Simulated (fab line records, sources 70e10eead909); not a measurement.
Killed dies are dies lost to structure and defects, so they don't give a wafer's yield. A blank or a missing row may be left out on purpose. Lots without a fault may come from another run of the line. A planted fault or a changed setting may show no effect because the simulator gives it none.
Chamber matching | flow nand_harc | NHARC_P_BONDPAD_CMP_32 on cmp-03: 4 sister chambers
The step polishes SiCN, target thk 200 nm. 18 wafers are shown with their chamber, then 9 later ones without.

WAFERS WITH THEIR CHAMBER
wafer  | chamber | motor_current_A (A) | retaining_ring_pressure_frac
L075.2 | 3       | 13.4                | 1.006
L075.3 | 0       | 11.7                | 0.999
L075.4 | 2       | 12.8                | 0.997
L079.4 | 1       | 13.2                | 0.990
L079.5 | 3       | 13.2                | 0.999
L079.6 | 0       | 12.1                | 0.993
L080.2 | 3       | 13.6                | 1.007
L080.5 | 1       | 13.5                | 0.993
L080.6 | 2       | 13.1                | 0.998
L083.1 | 0       | 11.7                | 1.005
L083.4 | 1       | 13.4                | 1.000
L083.6 | 1       | 13.2                | 1.008
L082.2 | 3       | 14.5                | 1.006
L082.5 | 0       | 12.6                | 0.995
L082.6 | 1       | 12.8                | 0.999
L085.2 | 3       | 13.1                | 1.002
L085.3 | 1       | 13.0                | 0.994
L085.5 | 3       | 14.1                | 1.001

SIGNATURES (means of the wafers above)
reading                      | chamber 0 | chamber 1 | chamber 2 | chamber 3 | scatter within a chamber
motor_current_A              | 12.025    | 13.183    | 12.950    | 13.650    | 0.415
retaining_ring_pressure_frac | 0.99800   | 0.99733   | 0.99750   | 1.00350   | 0.00497
Rule: a wafer's distance from a chamber is the root of the sum, over the readings, of the square of ((its reading less the chamber's mean) divided by the reading's scatter). The wafer belongs to the nearest chamber; if the next one is less than 2 further off, it can't be placed. The scatter: the root of (the sum of the squares of (reading less its chamber's mean) over the shown wafers, divided by (wafers less chambers)).

WAFERS WITHOUT THEIR CHAMBER
wafer  | motor_current_A (A) | retaining_ring_pressure_frac
L086.1 | 13.3                | 0.997
L086.2 | 12.6                | 1.011
L086.3 | 13.7                | 0.998
L088.1 | 13.3                | 1.008
L088.5 | 14.0                | 0.999
L088.6 | 11.9                | 0.997
L092.2 | 13.6                | 1.004
L092.3 | 12.6                | 0.995
L092.6 | 12.5                | 1.001

WHICH CHAMBER EACH WENT THROUGH
wafer  | from the rows above               | in truth
L086.1 | can't be placed: 1 or 2 or 3      | 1
L086.2 | can't be placed: 2 or 3 or 0 or 1 | 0
L086.3 | can't be placed: 3 or 1 or 2      | 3
L088.1 | can't be placed: 3 or 1 or 2      | 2
L088.5 | can't be placed: 3 or 1 or 2      | 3
L088.6 | 0                                 | 0
L092.2 | can't be placed: 3 or 1 or 2      | 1
L092.3 | can't be placed: 2 or 1 or 0      | 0
L092.6 | can't be placed: 2 or 0 or 1 or 3 | 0
Placed correctly: 1 of 9. Can't be placed from these rows: 8 (the true chamber is among the candidates in 8). Placed wrongly: 0.
